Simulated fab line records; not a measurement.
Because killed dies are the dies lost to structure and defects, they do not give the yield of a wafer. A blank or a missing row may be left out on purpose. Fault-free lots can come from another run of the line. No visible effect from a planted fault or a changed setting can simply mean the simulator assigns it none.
Chamber matching + flow n5_finfet + N5_BEOL_M0_CO_CAP_123 on cvd_co-02 has 3 sister chambers
The step material Co, precursor CCTBA/H2, target thk 2 nm, time 102.1 s. 6 wafers are shown with their chamber, then 11 later ones without.

== WAFERS WITH THEIR CHAMBER ==
| wafer  | chamber | heater_power_w (W) |
|--------|---------|--------------------|
| L077.3 | 2       | 263                |
| L081.3 | 2       | 263                |
| L090.1 | 0       | 211                |
| L090.3 | 1       | 233                |
| L090.5 | 0       | 220                |
| L094.3 | 1       | 235                |

== WAFERS MISSING THEIR CHAMBER ==
| wafer  | heater_power_w (W) |
|--------|--------------------|
| L094.5 | 248                |
| L094.6 | 223                |
| L095.1 | 216                |
| L095.3 | 230                |
| L095.6 | 232                |
| L096.1 | 225                |
| L096.4 | 250                |
| L096.5 | 217                |
| L097.1 | 226                |
| L097.3 | 255                |
| L097.6 | 220                |

== EACH ONE'S CHAMBER ==
| wafer  | from the rows above     | in truth |
|--------|-------------------------|----------|
| L094.5 | can't be placed: 1 or 2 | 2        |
| L094.6 | can't be placed: 0 or 1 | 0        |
| L095.1 | 0                       | 0        |
| L095.3 | 1                       | 1        |
| L095.6 | 1                       | 1        |
| L096.1 | can't be placed: 1 or 0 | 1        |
| L096.4 | can't be placed: 2 or 1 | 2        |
| L096.5 | 0                       | 0        |
| L097.1 | can't be placed: 1 or 0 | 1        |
| L097.3 | 2                       | 2        |
| L097.6 | 0                       | 0        |
Placed correctly: 6 of 11. Not placeable from these rows: 5 (in 5, the candidates include the true chamber). Placed wrongly: 0.
How it was worked out, from the rows above alone: a wafer's distance from a chamber is the root of the sum, over the readings, of the square of ((its reading less the chamber's mean) divided by the reading's scatter). If the next closest chamber is less than 2 further off than the closest, the wafer can't be placed; otherwise it belongs to the closest. A chamber's mean is the mean of its shown wafers. How the scatter is found: for the shown wafers, subtract from each reading the mean of its chamber, square and add these, divide the total by (wafers less chambers), then take the root.
